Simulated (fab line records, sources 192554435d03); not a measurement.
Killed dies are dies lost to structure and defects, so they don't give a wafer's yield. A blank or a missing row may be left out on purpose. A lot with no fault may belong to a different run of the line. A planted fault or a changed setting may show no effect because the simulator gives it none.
Chamber matching :: flow n5_finfet :: N5_BEOL_M0_SAQP_ETCH_49 on rie_diel-01: 4 sister chambers
The step etches SiO2 in CF4/O2, target depth 37 nm. 4 wafers are shown with their chamber, then 8 later ones without.

WAFERS PAIRED WITH THEIR CHAMBERS
wafer: L078.1
chamber: 0
drypump_motor_current_A (A): 5.6

wafer: L090.4
chamber: 2
drypump_motor_current_A (A): 6.3

wafer: L090.6
chamber: 3
drypump_motor_current_A (A): 5.4

wafer: L094.2
chamber: 1
drypump_motor_current_A (A): 5.5

WAFERS WHOSE CHAMBER IS MISSING
wafer: L094.3
drypump_motor_current_A (A): 5.4

wafer: L094.5
drypump_motor_current_A (A): 5.5

wafer: L096.2
drypump_motor_current_A (A): 5.4

wafer: L096.3
drypump_motor_current_A (A): 5.5

wafer: L096.6
drypump_motor_current_A (A): 6.2

wafer: L097.1
drypump_motor_current_A (A): 5.6

wafer: L097.3
drypump_motor_current_A (A): 5.4

wafer: L097.6
drypump_motor_current_A (A): 6.2

WHICH CHAMBER EACH ONE RAN IN
wafer: L094.3
from the rows above: 3
in truth: 3

wafer: L094.5
from the rows above: 1
in truth: 1

wafer: L096.2
from the rows above: 3
in truth: 3

wafer: L096.3
from the rows above: 1
in truth: 1

wafer: L096.6
from the rows above: 2
in truth: 2

wafer: L097.1
from the rows above: 0
in truth: 0

wafer: L097.3
from the rows above: 3
in truth: 3

wafer: L097.6
from the rows above: 2
in truth: 2
8 of 8 placed correctly. From these rows, 0 cannot be placed. Placed wrongly: 0.
How it was worked out, from the rows above alone: a wafer's distance from a chamber is the root of the sum, over the readings, of the square of ((its reading less the chamber's mean) divided by the reading's scatter). If the next closest chamber is less than 2 further off than the closest, the wafer can't be placed; otherwise it belongs to the closest. A chamber's mean is the mean of its shown wafers. The scatter: root of mean squared gap, hidden wafer to nearest shown wafer, with one shown wafer a chamber.
